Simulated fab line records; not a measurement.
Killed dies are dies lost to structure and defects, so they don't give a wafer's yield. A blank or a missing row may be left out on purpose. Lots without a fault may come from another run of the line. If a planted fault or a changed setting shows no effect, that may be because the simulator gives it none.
Chamber matching / flow n5-finfet / N5_BEOL_M0_SAQP_ILD_DEP_01 on pecvd-03: 3 sister chambers
The step deposits SiOC from DEMS/O2, target thk 45.419 nm, time 8.7 s. 6 wafers are shown with their chamber, then 7 later ones without.

## EACH WAFER AND ITS CHAMBER
wafer=L649.1; chamber=2; heater-power-w (W)=432; throttle-valve-pct (%)=11.7
wafer=L649.5; chamber=2; heater-power-w (W)=435; throttle-valve-pct (%)=11.7
wafer=L662.1; chamber=0; heater-power-w (W)=395; throttle-valve-pct (%)=11.9
wafer=L662.6; chamber=0; heater-power-w (W)=394; throttle-valve-pct (%)=12.0
wafer=L663.3; chamber=1; heater-power-w (W)=506; throttle-valve-pct (%)=12.0
wafer=L663.4; chamber=1; heater-power-w (W)=517; throttle-valve-pct (%)=12.0

## WAFERS WHOSE CHAMBER IS MISSING
wafer=L663.5; heater-power-w (W)=367; throttle-valve-pct (%)=11.9
wafer=L664.1; heater-power-w (W)=395; throttle-valve-pct (%)=11.7
wafer=L664.2; heater-power-w (W)=459; throttle-valve-pct (%)=12.0
wafer=L664.3; heater-power-w (W)=392; throttle-valve-pct (%)=11.9
wafer=L665.4; heater-power-w (W)=434; throttle-valve-pct (%)=11.3
wafer=L665.5; heater-power-w (W)=441; throttle-valve-pct (%)=11.7
wafer=L665.6; heater-power-w (W)=498; throttle-valve-pct (%)=12.1

## WHICH CHAMBER EACH ONE RAN IN
wafer=L663.5; from the rows above=0; in truth=0
wafer=L664.1; from the rows above=0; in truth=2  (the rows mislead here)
wafer=L664.2; from the rows above=2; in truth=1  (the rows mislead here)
wafer=L664.3; from the rows above=0; in truth=0
wafer=L665.4; from the rows above=2; in truth=2
wafer=L665.5; from the rows above=2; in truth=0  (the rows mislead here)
wafer=L665.6; from the rows above=1; in truth=1
Correct placement for 4 of the 7. Number that these rows cannot place: 0. 3 placed wrongly.
How it was worked out, from the rows above alone: a wafer's distance from a chamber is the root of the sum, over the readings, of the square of ((its reading less the chamber's mean) divided by the reading's scatter). The wafer belongs to the nearest chamber; if the next one is less than 2 further off, it can't be placed. Each chamber's mean is taken over the wafers shown for it. The scatter: the root of (the sum of the squares of (reading less its chamber's mean) over the shown wafers, divided by (wafers less chambers)).
